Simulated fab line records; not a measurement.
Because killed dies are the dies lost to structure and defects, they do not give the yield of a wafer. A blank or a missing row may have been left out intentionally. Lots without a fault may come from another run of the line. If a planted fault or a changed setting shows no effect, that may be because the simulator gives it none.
The same fault as seen by 3 desks + flow n5Finfet + each desk holds nothing but its own numbers, with what lay behind them at the end

## AT THE TOOL OWNER'S DESK: lithoTrack-01
The tool's own readings at N5_SD_EPI_P_COAT_03 (resist thk 150 nm): means of the sampled wafers that have a number, for each lot that ran on this tool. If a lot's mean is further than 4 standard deviations from the usual mean, the lot is out of limits and carries the mark OUT (the distance appears in the brackets).
Columns: A = spinSpeedRpm at N5_SD_EPI_P_COAT_03, usual 1500.1 rpm
| lot  | first seen here | A                |
|------|-----------------|------------------|
| L780 | day 3 18:14     | 1499.4           |
| L789 | day 6 00:17     | 1500.8           |
| L790 | day 6 06:38     | 1567.7 (+77) OUT |
| L793 | day 7 00:03     | 1566.6 (+76) OUT |
Finding of this desk: L790, L793 out of limits; the first was L790 at day 6 06:38, on spinSpeedRpm at N5_SD_EPI_P_COAT_03. In limits: L780, L789.

## AT THE METROLOGY DESK
Means of the sampled wafers that have a number, per lot and without regard to the tool the lot ran on: this is what the gauges read. If a lot's mean is further than 4 standard deviations from the usual mean, the lot is out of limits and carries the mark OUT (the distance appears in the brackets).
Columns: A = thkNm at N5_SD_EPI_N_EPI_MEAS_23, usual 58.8 nm; B = cdNm at N5_SD_EPI_P_CD_MEAS_09, usual 239.5 nm; C = SD_P_BLK_OVL at N5_SD_EPI_P_OVL_MEAS_10, usual 0.1 nm
| lot  | first seen here | A    | B     | C    |
|------|-----------------|------|-------|------|
| L780 | day 3 16:44     | 59.3 | 239.0 | -0.7 |
| L789 | day 5 23:35     | 57.5 | 240.0 | 0.3  |
| L790 | day 6 06:02     | 58.5 | 240.5 | 1.1  |
| L793 | day 6 23:22     | 58.1 | 240.1 | -0.8 |
| L794 | day 7 05:04     | 58.9 | 239.1 | 1.1  |
| L801 | day 9 00:38     | 58.5 | 239.2 | 0.7  |
This desk's verdict: no lot among the 6 shows anything out of limits.

## THE DEFECT DESK
Counts from the inspections along the route, per lot, as means over the sampled wafers that have a number. If a lot's mean is further than 4 standard deviations from the usual mean, the lot is out of limits and carries the mark OUT (the distance appears in the brackets).
Columns: A = rawDefectCount at N5_SD_EPI_N_INSPECT_26, usual 210; B = rawDefectCount at N5_SD_EPI_P_INSPECT_11, usual 2.0
| lot  | first seen here | A   | B   |
|------|-----------------|-----|-----|
| L780 | day 3 18:11     | 161 | 2.0 |
| L789 | day 6 00:15     | 161 | 1.0 |
| L790 | day 6 06:35     | 227 | 0.7 |
| L793 | day 7 00:01     | 175 | 4.0 |
| L794 | day 7 05:38     | 199 | 1.7 |
| L801 | day 9 01:26     | 181 | 3.3 |
This desk's verdict: no lot among the 6 shows anything out of limits.

## BROUGHT TOGETHER
The tool owner's desk had the chance to raise an alarm at day 6 06:38 on L790, L793.
At the metrology desk, nothing out of limits was observed.
Nothing the defect desk looked at was out of limits.
The metrology desk has L790, L793 on record, within its limits.
The defect desk has L790, L793 on record, within its limits.
All the named lots went through N5_SD_EPI_P_COAT_03 on lithoTrack-01.

## WHAT HAD BEEN PUT IN BY THE SIMULATOR
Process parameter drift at N5_SD_EPI_P_COAT_03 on lithoTrack-01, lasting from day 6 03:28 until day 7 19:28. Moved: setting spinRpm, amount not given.
Shown lots that were struck: L790, L793.
How many hours passed from the start of the fault until each desk's first out-of-limits reading: the tool owner's desk, 3.
